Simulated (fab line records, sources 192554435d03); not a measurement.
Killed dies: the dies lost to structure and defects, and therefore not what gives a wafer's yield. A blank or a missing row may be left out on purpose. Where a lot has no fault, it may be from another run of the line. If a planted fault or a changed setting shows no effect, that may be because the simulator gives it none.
Struck lot and sound lot, side by side | flow n5-finfet | 30 steps out of a route of 1938
Sound: the wafers L589.2, L589.5, L589.6. Struck: wafer L597.2 (left out: L597.4, L597.6 of the same lot, which were not struck); the cause appears at the end.
Order at every step that has rows: each side's tool, ch and its chambers, its first start. Under that, the readings that differ: sound wafers | struck wafers | difference of the means | sigmas: that difference in standard deviations of wafers without a fault.
alike: readings whose means differ by less than 2 such deviations, and words and numbers that are the same on both sides. not compared: withheld readings, readings that some wafer has no value for, bounds like >300 that may hide the same value, and numbers for which the record gives no deviation and whose values overlap.
The two part at a step that has a row with sigmas, a row that says differs or no value, or rows on one side only. Numbers that don't overlap but have no deviation are shown without sigmas and don't part them. Lack of a reading on every wafer of one side parts them only where that side has two or more wafers.

N5_MOL_CONTACT_COAG_ETCH_90: etches SiARC in CF4, target depth 13 nm, time 21.7 s.
  sound on rie-diel-05 ch 0,1,2, day 6 04:47; struck on rie-diel-01 ch 0, day 7 23:43
  alike: drypump-motor-current-A, etch-rf-on-time-s, oes-product-au, rf-vpp-V, showerhead-plenum-p-Torr, throttle-valve-pct
  not compared: rf-hours-counter-h
N5_MOL_CONTACT_COAG_ALD_131: deposits SiO2, target thk 5 nm, pulse time 1 s, co reactant pulse time 1 s.
  sound on ald-sin-03 ch 1,2,3, day 6 05:11; struck on ald-sin-03 ch 0, day 7 23:47
  alike: heater-power-w, precursor-pulse-height-rel
then, 1 step without rows for these wafers: N5_MOL_CONTACT_COAG_ETCHBACK_132 (etches SiO2 in CHF3, target depth 10 nm, time 6.7 s).
N5_MOL_CONTACT_COAG_ETCH_91: etches SOC in N2/H2, target depth 60 nm, overetch 21 nm, time 101.2 s.
  sound on rie-diel-06 ch 0,1,3, day 6 05:24; struck on rie-diel-01 ch 2, day 8 00:01
  reading                     | sound             | struck | difference | sigmas
  drypump-motor-current-A (A) | 5.5 5.6 4.8       | 6.4    | +1.1       | +2
  throttle-valve-pct (%)      | 18.28 17.71 18.03 | 17.24  | -0.77      | -3
  alike: oes-product-au, rf-vpp-V, showerhead-plenum-p-Torr
  not compared: rf-hours-counter-h
then, 5 steps without rows for these wafers: N5_MOL_CONTACT_COAG_STRIP_92 (strips in N2/H2); N5_MOL_CONTACT_COAG_STRIP_93 (strips in N2/H2); N5_MOL_CONTACT_COAG_ETCHBACK_135 (etches SiO2 in CHF3, target depth 25 nm, time 16.7 s); N5_MOL_CONTACT_COAG_STRIP_118 (strips in CHF3); N5_MOL_CONTACT_COAG_VIA_ETCH_46 (etches SiO2 in C4F6/O2, target depth 46 nm, overetch 9.2 nm, time 40 s).
N5_MOL_CONTACT_COAG_STRIP_96: strips in N2/H2.
  sound on rie-diel-06 ch 0,1,3, day 6 05:35; struck on rie-diel-01 ch 2, day 8 00:12
  reading                | sound             | struck | difference | sigmas
  rf-vpp-V (V)           | 121.5 121.7 119.4 | 124.0  | +3.1       | +3
  throttle-valve-pct (%) | 19.8 18.7 18.8    | 18.2   | -0.9       | -2
  alike: drypump-motor-current-A, oes-product-au, showerhead-plenum-p-Torr
  not compared: rf-hours-counter-h
then, 1 step without rows for these wafers: N5_MOL_CONTACT_COAG_ETCH_47 (etches SiNx in CH3F/O2, stops on W, target depth 27 nm).
N5_MOL_CONTACT_COAG_STRIP_119: strips in N2/H2, time 30 s.
  sound on plasma-asher-02 ch 0,1, day 6 05:43; struck on plasma-asher-01 ch 0, day 8 00:37
  alike: drypump-motor-current-A, heater-power-w
  not compared: rf-hours-counter-h
N5_MOL_CONTACT_COAG_PRECLEAN_144: cleans in alkaline clean, time 60 s.
  sound on wet-bench-03 ch 2,3,6, day 6 05:47; struck on wet-bench-03 ch 4,5,6, day 8 00:43
then, 1 step without rows for these wafers: N5_MOL_CONTACT_COAG_SRD_145 (time 30 s).
N5_MOL_CONTACT_COAG_CD_MEAS_137: target cd 16 nm.
  sound on cd-sem-01, day 6 05:52; struck on cd-sem-02, day 8 00:46
  alike: cd-nm
then, 9 steps without rows for these wafers: N5_MOL_CONTACT_COAG_COAT_62 (time 60 s, resist thk 60 nm); N5_MOL_CONTACT_COAG_COAT_63 (time 60 s, resist thk 10 nm); N5_MOL_CONTACT_COAG_COAT_64 (time 60 s, resist thk 10 nm); N5_MOL_CONTACT_COAG_COAT_34 (resist thk 40 nm); N5_MOL_CONTACT_COAG_EBR_36; N5_MOL_CONTACT_COAG_SOFTBAKE_35 (time 60 s); N5_MOL_CONTACT_COAG_EXPOSE_37 (exposes mask VD, defocus 0 nm); N5_MOL_CONTACT_COAG_PEB_38 (peb time 60 s); N5_MOL_CONTACT_COAG_DEVELOP_39 (develop time 30 s).
N5_MOL_CONTACT_COAG_CD_MEAS_40: target cd 25.1 nm.
  sound on cd-sem-02 ch 0, day 6 06:18; struck on cd-sem-02 ch 0, day 8 01:13
  alike: cd-nm
N5_MOL_CONTACT_COAG_OVL_MEAS_41:
  sound on overlay-02 ch 0, day 6 06:20; struck on overlay-01 ch 0, day 8 01:15
  alike: VD_OVL
N5_MOL_CONTACT_COAG_INSPECT_42: inspects for defects (brightfield).
  sound on defect-inspect-01, day 6 06:23; struck on defect-inspect-02, day 8 01:18
  reading          | sound       | struck | difference | sigmas
  raw-defect-count | 168 181 260 | 1599   | +1396      | +29
then, 1 step without rows for these wafers: N5_MOL_CONTACT_COAG_DESCUM_45 (chemistry O2, time 7 s).
-- here the record skips 3 days between the struck wafers' starts before and after, leaving off in module MOL_CONTACT_COAG and picking up in module BEOL_M4 (first step shown: number 1111 of the route) --
N5_BEOL_M4_RC_MEAS_101:
  sound on prober-02 ch 0, day 9 11:02; struck on prober-01 ch 0, day 11 08:14
  alike: DIBL_N, DIBL_P, IOFF_N, IOFF_P, ION_N, ION_P, SS_N, SS_P, VT_N, VT_P
-- record jumps: 5 days separate the struck wafers' starts on either side; left off in module BEOL_M4, taken up again in module PASSIVATION, whose first shown step is the route's number 1936 --
N5_PASSIVATION_PROBE_49:
  sound on prober-02, day 13 18:39; struck on prober-02, day 15 21:17
  reading                  | sound          | struck | difference | sigmas
  defect-limited-yield (%) | 91.1 90.7 91.3 | 82.9   | -8.1       | -6
  killed-at-contacts       | 9 13 11        | 108    | +97        | +17
  killed-dies              | 105 110 103    | 202    | +96        | +6
  killed-on-rim            | 11 13 22       | 34     | +19        | +5
  sort_bin_5_function (%)  | 5.4 5.5 4.4    | 8.8    | +3.7       | +4
  sort_bin_6_memory (%)    | 3.2 3.6 3.2    | 5.3    | +2.0       | +3
  sort-n-pass              | 1075 1070 1077 | 978    | -96        | -6
  sort-yield-pct (%)       | 91.1 90.7 91.3 | 82.9   | -8.1       | -6
  alike: killed_at_M0_to_M3, killed_at_M4_up, killed-at-front-end, killed-at-other, killed-open, killed-short

WHERE THEY PART
First at N5_MOL_CONTACT_COAG_ETCH_91; last, within this record, at N5_PASSIVATION_PROBE_49.

WHY: the cause the simulator had injected
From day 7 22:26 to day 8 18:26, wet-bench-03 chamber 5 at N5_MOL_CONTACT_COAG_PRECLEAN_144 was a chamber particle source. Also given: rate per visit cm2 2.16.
